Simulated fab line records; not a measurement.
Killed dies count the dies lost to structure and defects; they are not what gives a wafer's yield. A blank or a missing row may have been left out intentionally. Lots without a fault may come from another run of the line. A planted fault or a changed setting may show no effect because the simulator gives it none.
The tool behind it: which one? + flow n5Finfet + 23 lots with 69 wafers sampled at 6 steps, on a route of 1938 steps

WHAT THE GAUGES SHOWED, per wafer
N5_FIN_SAQP_CD_MEAS_37 targets a cd of 8 nm. Usual: cdNm at 8.17 nm, with a standard deviation of 0.26.
| lot  | measured    | on       | cdNm (nm)      | flag |
|------|-------------|----------|----------------|------|
| L074 | day 2 03:37 | cdSem-03 | 7.82 8.02 7.98 |      |
| L075 | day 2 09:16 | cdSem-02 | 8.04 8.55 8.29 |      |
| L076 | day 2 15:22 | cdSem-01 | 8.04 8.29 8.26 |      |
| L077 | day 2 21:37 | cdSem-03 | 8.04 8.47 8.04 |      |
| L078 | day 3 04:20 | cdSem-02 | 8.20 8.01 8.19 |      |
| L079 | day 3 09:43 | cdSem-03 | 8.28 8.34 8.47 |      |
| L080 | day 3 14:07 | cdSem-01 | 7.95 8.27 7.99 |      |
| L081 | day 3 20:37 | cdSem-01 | 7.92 8.16 7.84 |      |
| L082 | day 4 01:29 | cdSem-01 | 8.49 7.90 8.17 |      |
| L083 | day 4 10:18 | cdSem-02 | 7.73 8.32 7.80 |      |
| L084 | day 4 13:29 | cdSem-03 | 8.55 8.11 8.27 |      |
| L085 | day 5 09:36 | cdSem-02 | 8.00 8.10 7.93 |      |
| L086 | day 5 12:23 | cdSem-01 | 8.22 8.50 8.35 |      |
| L087 | day 5 12:41 | cdSem-02 | 8.50 8.11 8.23 |      |
| L088 | day 5 17:55 | cdSem-01 | 8.75 8.64 8.10 |      |
| L089 | day 5 23:32 | cdSem-01 | 8.11 8.56 8.23 |      |
| L090 | day 6 03:37 | cdSem-01 | 8.71 7.86 8.62 |      |
| L091 | day 6 08:33 | cdSem-02 | 7.93 8.56 8.23 |      |
| L092 | day 6 15:49 | cdSem-01 | 7.93 8.72 8.32 |      |
| L093 | day 6 21:23 | cdSem-01 | 8.40 8.38 8.04 |      |
| L094 | day 7 01:45 | cdSem-02 | 8.41 7.88 8.36 |      |
| L095 | day 7 08:37 | cdSem-01 | 7.58 7.71 8.33 |      |
| L096 | day 7 13:32 | cdSem-02 | 7.90 7.98 7.84 |      |

WHICH TOOL RAN EACH LOT (tool, then ch and the chambers of the sampled wafers, then the start)
| lot  | N5_ZERO_LAYER_STRIP_24             | N5_PMOS_HMC_CHANNEL_EPI_STRIP_33 | N5_FIN_SAQP_HM_DEP_03          | N5_FIN_SAQP_DESCUM_21            | N5_FIN_SAQP_ETCH_52              |
|------|------------------------------------|----------------------------------|--------------------------------|----------------------------------|----------------------------------|
| L074 | plasmaAsher-01 ch 0,1, day 1 13:04 | rieDiel-01 ch 1,2,3, day 1 17:44 | pecvd-02 ch 1,2, day 1 20:58   | rieDiel-04 ch 0,2,3, day 1 22:05 | rieDiel-04 ch 0,2,3, day 1 22:11 |
| L075 | plasmaAsher-01 ch 0,1, day 1 19:02 | rieDiel-06 ch 0,1,2, day 1 23:28 | pecvd-02 ch 0,2, day 2 02:47   | rieDiel-03 ch 0,2, day 2 03:32   | rieDiel-03 ch 0,2, day 2 03:38   |
| L076 | plasmaAsher-01 ch 0,1, day 2 01:07 | rieDiel-01 ch 0,1,3, day 2 05:47 | pecvd-01 ch 0,1,2, day 2 09:05 | rieDiel-05 ch 0,3, day 2 10:14   | rieDiel-05 ch 0,3, day 2 10:20   |
| L077 | plasmaAsher-01 ch 0,1, day 2 07:55 | rieDiel-02 ch 1,2,3, day 2 12:34 | pecvd-01 ch 0,1,2, day 2 16:30 | rieDiel-03 ch 0,1,3, day 2 17:28 | rieDiel-03 ch 0,1,3, day 2 17:34 |
| L078 | plasmaAsher-02 ch 0,1, day 2 13:05 | rieDiel-01 ch 2,3, day 2 18:08   | pecvd-02 ch 0,2, day 2 22:42   | rieDiel-04 ch 0,2,3, day 2 23:28 | rieDiel-04 ch 0,2,3, day 2 23:33 |
| L079 | plasmaAsher-02 ch 1, day 2 18:53   | rieDiel-02 ch 1,2, day 2 23:23   | pecvd-04 ch 0,1, day 3 04:06   | rieDiel-05 ch 0,1,2, day 3 05:11 | rieDiel-05 ch 0,1,2, day 3 05:17 |
| L080 | plasmaAsher-01 ch 0,1, day 3 00:53 | rieDiel-01 ch 1,2,3, day 3 05:40 | pecvd-04 ch 0,1,2, day 3 09:12 | rieDiel-03 ch 1,2,3, day 3 10:05 | rieDiel-03 ch 1,2,3, day 3 10:10 |
| L081 | plasmaAsher-01 ch 0,1, day 3 06:54 | rieDiel-06 ch 1,2, day 3 11:54   | pecvd-04 ch 0,2, day 3 15:29   | rieDiel-04 ch 0,1,2, day 3 16:25 | rieDiel-04 ch 0,1,2, day 3 16:31 |
| L082 | plasmaAsher-02 ch 0,1, day 3 13:05 | rieDiel-01 ch 0,1,2, day 3 17:34 | pecvd-02 ch 0,1, day 3 20:43   | rieDiel-05 ch 0,2,3, day 3 21:28 | rieDiel-05 ch 0,2,3, day 3 21:33 |
| L083 | plasmaAsher-02 ch 0,1, day 3 19:23 | rieDiel-01 ch 0,1,3, day 3 23:43 | pecvd-02 ch 0,2, day 4 02:52   | rieDiel-03 ch 0,2,3, day 4 03:37 | rieDiel-03 ch 0,2,3, day 4 03:43 |
| L084 | plasmaAsher-01 ch 1, day 4 01:02   | rieDiel-06 ch 0,2,3, day 4 05:19 | pecvd-01 ch 1,2, day 4 08:40   | rieDiel-04 ch 0,1, day 4 09:26   | rieDiel-04 ch 0,1, day 4 09:32   |
| L085 | plasmaAsher-02 ch 0,1, day 4 06:56 | rieDiel-06 ch 1,2,3, day 4 11:29 | pecvd-02 ch 1,2, day 4 16:53   | rieDiel-04 ch 1,3, day 4 17:38   | rieDiel-04 ch 1,3, day 4 17:44   |
| L086 | plasmaAsher-01 ch 1, day 4 12:53   | rieDiel-06 ch 0,1, day 4 17:32   | pecvd-01 ch 0,1,2, day 5 02:39 | rieDiel-04 ch 1,3, day 5 03:31   | rieDiel-04 ch 1,3, day 5 03:37   |
| L087 | plasmaAsher-01 ch 0,1, day 4 18:55 | rieDiel-06 ch 2,3, day 4 23:32   | pecvd-02 ch 0,2, day 5 06:05   | rieDiel-05 ch 0,1, day 5 06:51   | rieDiel-05 ch 0,1, day 5 06:56   |
| L088 | plasmaAsher-01 ch 0,1, day 5 01:22 | rieDiel-06 ch 2,3, day 5 05:46   | pecvd-04 ch 0,2, day 5 10:34   | rieDiel-03 ch 0,1, day 5 11:19   | rieDiel-03 ch 0,1, day 5 11:24   |
| L089 | plasmaAsher-01 ch 0,1, day 5 06:55 | rieDiel-02 ch 1,3, day 5 12:20   | pecvd-04 ch 0,1, day 5 17:11   | rieDiel-03 ch 0,1,2, day 5 18:04 | rieDiel-03 ch 0,1,2, day 5 18:10 |
| L090 | plasmaAsher-01 ch 0, day 5 12:53   | rieDiel-01 ch 0,1, day 5 18:02   | pecvd-01 ch 0,1, day 5 22:28   | rieDiel-03 ch 0,1,2, day 5 23:31 | rieDiel-03 ch 0,1,2, day 5 23:36 |
| L091 | plasmaAsher-02 ch 0,1, day 5 19:26 | rieDiel-02 ch 2,3, day 5 23:56   | pecvd-02 ch 0,1, day 6 03:16   | rieDiel-04 ch 0,1, day 6 04:01   | rieDiel-04 ch 0,1, day 6 04:06   |
| L092 | plasmaAsher-01 ch 0, day 6 00:59   | rieDiel-02 ch 0,1,2, day 6 05:44 | pecvd-01 ch 0,1, day 6 08:53   | rieDiel-04 ch 0,2,3, day 6 09:45 | rieDiel-04 ch 0,2,3, day 6 09:50 |
| L093 | plasmaAsher-02 ch 0,1, day 6 07:01 | rieDiel-06 ch 0,1,3, day 6 12:03 | pecvd-02 ch 0,1,2, day 6 16:24 | rieDiel-04 ch 0,2,3, day 6 17:09 | rieDiel-04 ch 0,2,3, day 6 17:14 |
| L094 | plasmaAsher-02 ch 0,1, day 6 12:53 | rieDiel-01 ch 1,2,3, day 6 17:16 | pecvd-01 ch 0,1,2, day 6 20:25 | rieDiel-03 ch 0,2,3, day 6 21:22 | rieDiel-03 ch 0,2,3, day 6 21:28 |
| L095 | plasmaAsher-01 ch 0,1, day 6 19:14 | rieDiel-01 ch 0,1,2, day 6 23:35 | pecvd-04 ch 0,1, day 7 02:47   | rieDiel-04 ch 0,2,3, day 7 03:46 | rieDiel-04 ch 0,2,3, day 7 03:51 |
| L096 | plasmaAsher-02 ch 0,1, day 7 00:55 | rieDiel-06 ch 0,3, day 7 05:26   | pecvd-04 ch 0,1, day 7 08:37   | rieDiel-04 ch 0,1,2, day 7 09:31 | rieDiel-04 ch 0,1,2, day 7 09:38 |
- N5_ZERO_LAYER_STRIP_24: strips in O2.
- N5_PMOS_HMC_CHANNEL_EPI_STRIP_33: strips in N2/H2.
- N5_FIN_SAQP_HM_DEP_03: deposits SiNx from SiH4/NH3/N2, target thk 38 nm, time 33.6 s.
- N5_FIN_SAQP_DESCUM_21: chemistry O2, time 7.9 s.
- N5_FIN_SAQP_ETCH_52: etches SOC in N2/H2, target depth 100 nm, overetch 20 nm, time 150 s.

AS READ BY THE TOOLS THEMSELVES (means over the sampled wafers that have a number; for cases with no such wafer, the mark the record gives instead)
N5_ZERO_LAYER_STRIP_24. Usual: drypumpMotorCurrentA 5.9 A, standard deviation 0.43; heaterPowerW 327 W, standard deviation 22; oesProductAu 0.647 a.u., standard deviation 0.0043; stripTimeToEndpointS 43.86 s, standard deviation 0.1.
| lot  | tool           | drypumpMotorCurrentA (A) | heaterPowerW (W) | oesProductAu (a.u.) | stripTimeToEndpointS (s) | flag |
|------|----------------|--------------------------|------------------|---------------------|--------------------------|------|
| L074 | plasmaAsher-01 | 5.7                      | 306              | 0.646               | 43.97                    |      |
| L075 | plasmaAsher-01 | 5.7                      | 311              | 0.650               | 43.96                    |      |
| L076 | plasmaAsher-01 | 5.7                      | 315              | 0.650               | 44.08                    |      |
| L077 | plasmaAsher-01 | 5.7                      | 310              | 0.647               | 43.84                    |      |
| L078 | plasmaAsher-02 | 6.2                      | 349              | 0.645               | 43.92                    |      |
| L079 | plasmaAsher-02 | 5.7                      | 364              | 0.647               | 43.72                    |      |
| L080 | plasmaAsher-01 | 5.7                      | 309              | 0.645               | 43.81                    |      |
| L081 | plasmaAsher-01 | 6.0                      | 312              | 0.650               | 43.78                    |      |
| L082 | plasmaAsher-02 | 6.2                      | 349              | 0.648               | 43.95                    |      |
| L083 | plasmaAsher-02 | 6.2                      | 347              | 0.647               | 43.86                    |      |
| L084 | plasmaAsher-01 | 5.4                      | 304              | 0.643               | 43.83                    |      |
| L085 | plasmaAsher-02 | 5.9                      | 354              | 0.647               | 43.76                    |      |
| L086 | plasmaAsher-01 | 5.3                      | 309              | 0.646               | 43.78                    |      |
| L087 | plasmaAsher-01 | 5.7                      | 307              | 0.649               | 43.96                    |      |
| L088 | plasmaAsher-01 | 6.0                      | 314              | 0.646               | 43.81                    |      |
| L089 | plasmaAsher-01 | 5.6                      | 307              | 0.647               | 43.86                    |      |
| L090 | plasmaAsher-01 | 6.3                      | 315              | 0.648               | 43.77                    |      |
| L091 | plasmaAsher-02 | 6.2                      | 353              | 0.645               | 43.81                    |      |
| L092 | plasmaAsher-01 | 6.2                      | 313              | 0.642               | 43.87                    |      |
| L093 | plasmaAsher-02 | 6.0                      | 355              | 0.646               | 43.94                    |      |
| L094 | plasmaAsher-02 | 6.0                      | 360              | 0.646               | 43.94                    |      |
| L095 | plasmaAsher-01 | 5.7                      | 311              | 0.647               | 43.88                    |      |
| L096 | plasmaAsher-02 | 6.0                      | 357              | 0.643               | 43.72                    |      |

N5_PMOS_HMC_CHANNEL_EPI_STRIP_33. Usual: drypumpMotorCurrentA 5.5 A, standard deviation 0.35; oesProductAu 0.78 a.u., standard deviation 0.081; rfVppV 54.2 V, standard deviation 1.8; showerheadPlenumPTorr 3.39 Torr, standard deviation 0.097; throttleValvePct 19.0 %, standard deviation 0.35.
| lot  | tool       | drypumpMotorCurrentA (A) | oesProductAu (a.u.) | rfVppV (V) | showerheadPlenumPTorr (Torr) | throttleValvePct (%) | flag |
|------|------------|--------------------------|---------------------|------------|------------------------------|----------------------|------|
| L074 | rieDiel-01 | 5.5                      | 0.76                | 55.5       | 3.40                         | 19.1                 |      |
| L075 | rieDiel-06 | 5.4                      | 0.82                | 52.1       | 3.48                         | 19.1                 |      |
| L076 | rieDiel-01 | 5.3                      | 0.73                | 54.4       | 3.42                         | 19.0                 |      |
| L077 | rieDiel-02 | 5.8                      | 0.74                | 55.9       | 3.37                         | 18.8                 |      |
| L078 | rieDiel-01 | 5.4                      | 0.72                | 54.8       | 3.34                         | 19.1                 |      |
| L079 | rieDiel-02 | 5.8                      | 0.74                | 55.1       | 3.37                         | 18.5                 |      |
| L080 | rieDiel-01 | 5.6                      | 0.75                | 53.6       | 3.39                         | 19.1                 |      |
| L081 | rieDiel-06 | 5.7                      | 0.81                | 53.2       | 3.47                         | 19.2                 |      |
| L082 | rieDiel-01 | 5.6                      | 0.83                | 54.4       | 3.42                         | 19.1                 |      |
| L083 | rieDiel-01 | 5.3                      | 0.80                | 55.1       | 3.42                         | 18.9                 |      |
| L084 | rieDiel-06 | 5.1                      | 0.80                | 53.0       | 3.37                         | 18.9                 |      |
| L085 | rieDiel-06 | 5.3                      | 0.77                | 55.0       | 3.36                         | 19.0                 |      |
| L086 | rieDiel-06 | 5.8                      | 0.74                | 55.9       | 3.49                         | 19.3                 |      |
| L087 | rieDiel-06 | 4.9                      | 0.77                | 54.5       | 3.26                         | 18.9                 |      |
| L088 | rieDiel-06 | 5.0                      | 0.83                | 54.5       | 3.33                         | 18.8                 |      |
| L089 | rieDiel-02 | 5.9                      | 0.72                | 54.1       | 3.33                         | 18.9                 |      |
| L090 | rieDiel-01 | 5.4                      | 0.82                | 53.2       | 3.46                         | 18.9                 |      |
| L091 | rieDiel-02 | 5.7                      | 0.72                | 52.6       | 3.38                         | 18.8                 |      |
| L092 | rieDiel-02 | 5.8                      | 0.78                | 54.3       | 3.37                         | 18.4                 |      |
| L093 | rieDiel-06 | 5.4                      | 0.72                | 55.8       | 3.39                         | 19.2                 |      |
| L094 | rieDiel-01 | 5.6                      | 0.73                | 52.8       | 3.38                         | 19.2                 |      |
| L095 | rieDiel-01 | 5.6                      | 0.79                | 55.3       | 3.41                         | 19.1                 |      |
| L096 | rieDiel-06 | 5.0                      | 0.72                | 54.4       | 3.28                         | 19.1                 |      |

N5_FIN_SAQP_HM_DEP_03. Usual: heaterPowerW 809 W, standard deviation 79; showerheadPlenumPTorr 5.16 Torr, standard deviation 0.056; throttleValvePct 41.2 %, standard deviation 1.8.
| lot  | tool     | heaterPowerW (W) | showerheadPlenumPTorr (Torr) | throttleValvePct (%) | flag |
|------|----------|------------------|------------------------------|----------------------|------|
| L074 | pecvd-02 | 761              | 5.09                         | 39.5                 |      |
| L075 | pecvd-02 | 912              | 5.14                         | 41.2                 |      |
| L076 | pecvd-01 | 788              | 5.18                         | 40.9                 |      |
| L077 | pecvd-01 | 760              | 5.19                         | 40.8                 |      |
| L078 | pecvd-02 | 942              | 5.13                         | 41.2                 |      |
| L079 | pecvd-04 | 733              | 5.13                         | 41.3                 |      |
| L080 | pecvd-04 | 837              | 5.19                         | 41.8                 |      |
| L081 | pecvd-04 | 857              | 5.25                         | 42.6                 |      |
| L082 | pecvd-02 | 815              | 5.16                         | 42.3                 |      |
| L083 | pecvd-02 | 920              | 5.14                         | 41.1                 |      |
| L084 | pecvd-01 | 742              | 5.20                         | 41.5                 |      |
| L085 | pecvd-02 | 801              | 5.12                         | 40.8                 |      |
| L086 | pecvd-01 | 796              | 5.19                         | 41.0                 |      |
| L087 | pecvd-02 | 882              | 5.09                         | 40.1                 |      |
| L088 | pecvd-04 | 747              | 5.18                         | 42.2                 |      |
| L089 | pecvd-04 | 817              | 5.13                         | 41.1                 |      |
| L090 | pecvd-01 | 784              | 5.19                         | 43.0                 |      |
| L091 | pecvd-02 | 764              | 5.16                         | 42.3                 |      |
| L092 | pecvd-01 | 792              | 5.19                         | 43.0                 |      |
| L093 | pecvd-02 | 856              | 5.13                         | 41.3                 |      |
| L094 | pecvd-01 | 740              | 5.19                         | 41.1                 |      |
| L095 | pecvd-04 | 847              | 5.12                         | 41.5                 |      |
| L096 | pecvd-04 | 782              | 5.13                         | 41.8                 |      |

N5_FIN_SAQP_DESCUM_21. Usual: drypumpMotorCurrentA 5.6 A, standard deviation 0.48; oesProductAu 0.79 a.u., standard deviation 0.1; rfVppV 243.4 V, standard deviation 1.2; showerheadPlenumPTorr 2.12 Torr, standard deviation 0.056; throttleValvePct 20.60 %, standard deviation 0.17.
| lot  | tool       | drypumpMotorCurrentA (A) | oesProductAu (a.u.) | rfVppV (V) | showerheadPlenumPTorr (Torr) | throttleValvePct (%) | flag |
|------|------------|--------------------------|---------------------|------------|------------------------------|----------------------|------|
| L074 | rieDiel-04 | 5.5                      | 0.79                | 243.6      | 2.15                         | 20.67                |      |
| L075 | rieDiel-03 | 5.5                      | 0.73                | 244.1      | 2.14                         | 20.60                |      |
| L076 | rieDiel-05 | 5.9                      | 0.76                | 242.7      | 2.05                         | 20.59                |      |
| L077 | rieDiel-03 | 5.9                      | 0.76                | 244.0      | 2.13                         | 20.59                |      |
| L078 | rieDiel-04 | 5.5                      | 0.78                | 243.2      | 2.14                         | 20.69                |      |
| L079 | rieDiel-05 | 5.5                      | 0.74                | 241.9      | 2.11                         | 20.65                |      |
| L080 | rieDiel-03 | 5.7                      | 0.76                | 244.4      | 2.16                         | 20.64                |      |
| L081 | rieDiel-04 | 5.2                      | 0.86                | 242.3      | 2.09                         | 20.62                |      |
| L082 | rieDiel-05 | 5.7                      | 0.76                | 243.2      | 2.09                         | 20.67                |      |
| L083 | rieDiel-03 | 5.5                      | 0.69                | 243.7      | 2.13                         | 20.65                |      |
| L084 | rieDiel-04 | 5.1                      | 0.92                | 242.1      | 2.07                         | 20.38                |      |
| L085 | rieDiel-04 | 6.0                      | 0.78                | 244.1      | 2.13                         | 20.49                |      |
| L086 | rieDiel-04 | 5.9                      | 0.78                | 244.3      | 2.13                         | 20.52                |      |
| L087 | rieDiel-05 | 5.8                      | 0.72                | 241.5      | 2.06                         | 20.63                |      |
| L088 | rieDiel-03 | 6.2                      | 0.81                | 244.1      | 2.12                         | 20.56                |      |
| L089 | rieDiel-03 | 5.8                      | 0.74                | 242.8      | 2.13                         | 20.60                |      |
| L090 | rieDiel-03 | 5.8                      | 0.74                | 243.7      | 2.12                         | 20.61                |      |
| L091 | rieDiel-04 | 5.1                      | 0.88                | 243.1      | 2.06                         | 20.39                |      |
| L092 | rieDiel-04 | 5.5                      | 0.84                | 243.5      | 2.13                         | 20.61                |      |
| L093 | rieDiel-04 | 5.5                      | 0.83                | 243.9      | 2.13                         | 20.62                |      |
| L094 | rieDiel-03 | 5.6                      | 0.77                | 243.2      | 2.12                         | 20.55                |      |
| L095 | rieDiel-04 | 5.5                      | 0.82                | 243.0      | 2.13                         | 20.62                |      |
| L096 | rieDiel-04 | 5.2                      | 0.88                | 243.2      | 2.08                         | 20.55                |      |

N5_FIN_SAQP_ETCH_52. Usual: drypumpMotorCurrentA 5.6 A, standard deviation 0.47; oesProductAu 0.71 a.u., standard deviation 0.083; rfVppV 524.3 V, standard deviation 1.9; showerheadPlenumPTorr 2.56 Torr, standard deviation 0.056; throttleValvePct 17.93 %, standard deviation 0.27.
| lot  | tool       | drypumpMotorCurrentA (A) | oesProductAu (a.u.) | rfVppV (V) | showerheadPlenumPTorr (Torr) | throttleValvePct (%) | flag |
|------|------------|--------------------------|---------------------|------------|------------------------------|----------------------|------|
| L074 | rieDiel-04 | 5.5                      | 0.71                | 525.1      | 2.58                         | 17.88                |      |
| L075 | rieDiel-03 | 5.5                      | 0.65                | 525.7      | 2.60                         | 17.91                |      |
| L076 | rieDiel-05 | 5.9                      | 0.67                | 522.0      | 2.48                         | 17.85                |      |
| L077 | rieDiel-03 | 5.9                      | 0.69                | 524.8      | 2.58                         | 17.97                |      |
| L078 | rieDiel-04 | 5.5                      | 0.70                | 525.2      | 2.57                         | 17.88                |      |
| L079 | rieDiel-05 | 5.5                      | 0.67                | 523.6      | 2.56                         | 18.04                |      |
| L080 | rieDiel-03 | 5.7                      | 0.69                | 525.3      | 2.61                         | 18.01                |      |
| L081 | rieDiel-04 | 5.2                      | 0.76                | 524.2      | 2.54                         | 17.93                |      |
| L082 | rieDiel-05 | 5.7                      | 0.69                | 523.7      | 2.52                         | 17.92                |      |
| L083 | rieDiel-03 | 5.5                      | 0.63                | 524.6      | 2.59                         | 18.06                |      |
| L084 | rieDiel-04 | 5.1                      | 0.82                | 523.1      | 2.54                         | 17.85                |      |
| L085 | rieDiel-04 | 6.0                      | 0.71                | 524.9      | 2.60                         | 18.05                |      |
| L086 | rieDiel-04 | 6.0                      | 0.71                | 525.3      | 2.60                         | 18.05                |      |
| L087 | rieDiel-05 | 5.8                      | 0.64                | 522.7      | 2.51                         | 18.01                |      |
| L088 | rieDiel-03 | 6.1                      | 0.73                | 524.4      | 2.57                         | 17.83                |      |
| L089 | rieDiel-03 | 5.8                      | 0.67                | 524.9      | 2.57                         | 17.90                |      |
| L090 | rieDiel-03 | 5.8                      | 0.67                | 524.4      | 2.57                         | 17.89                |      |
| L091 | rieDiel-04 | 5.1                      | 0.79                | 523.7      | 2.53                         | 17.87                |      |
| L092 | rieDiel-04 | 5.5                      | 0.75                | 525.0      | 2.56                         | 17.80                |      |
| L093 | rieDiel-04 | 5.5                      | 0.74                | 524.6      | 2.56                         | 17.80                |      |
| L094 | rieDiel-03 | 5.5                      | 0.69                | 524.9      | 2.58                         | 17.95                |      |
| L095 | rieDiel-04 | 5.5                      | 0.74                | 525.2      | 2.56                         | 17.80                |      |
| L096 | rieDiel-04 | 5.2                      | 0.78                | 523.6      | 2.52                         | 17.84                |      |

THE ANSWER, worked out from the rows above alone
Rule: a lot counts as off when the mean over its wafers that have a number is more than 3 standard deviations away from the usual mean. Also off: a lot with no number at a reading for which 4 or more lots have one. The other lots that the step has rows for count as sound. The gauges are gone through in route order, then the tools' own readings, and for those a lot's mean is taken as printed above. The first step at which some lot is off is used, and at that step the reading that is off furthest; a lot without a number counts as furthest.
Across all readings shown, no lot is off: no conclusion can be drawn from this.

WHAT HAD BEEN PUT IN BY THE SIMULATOR
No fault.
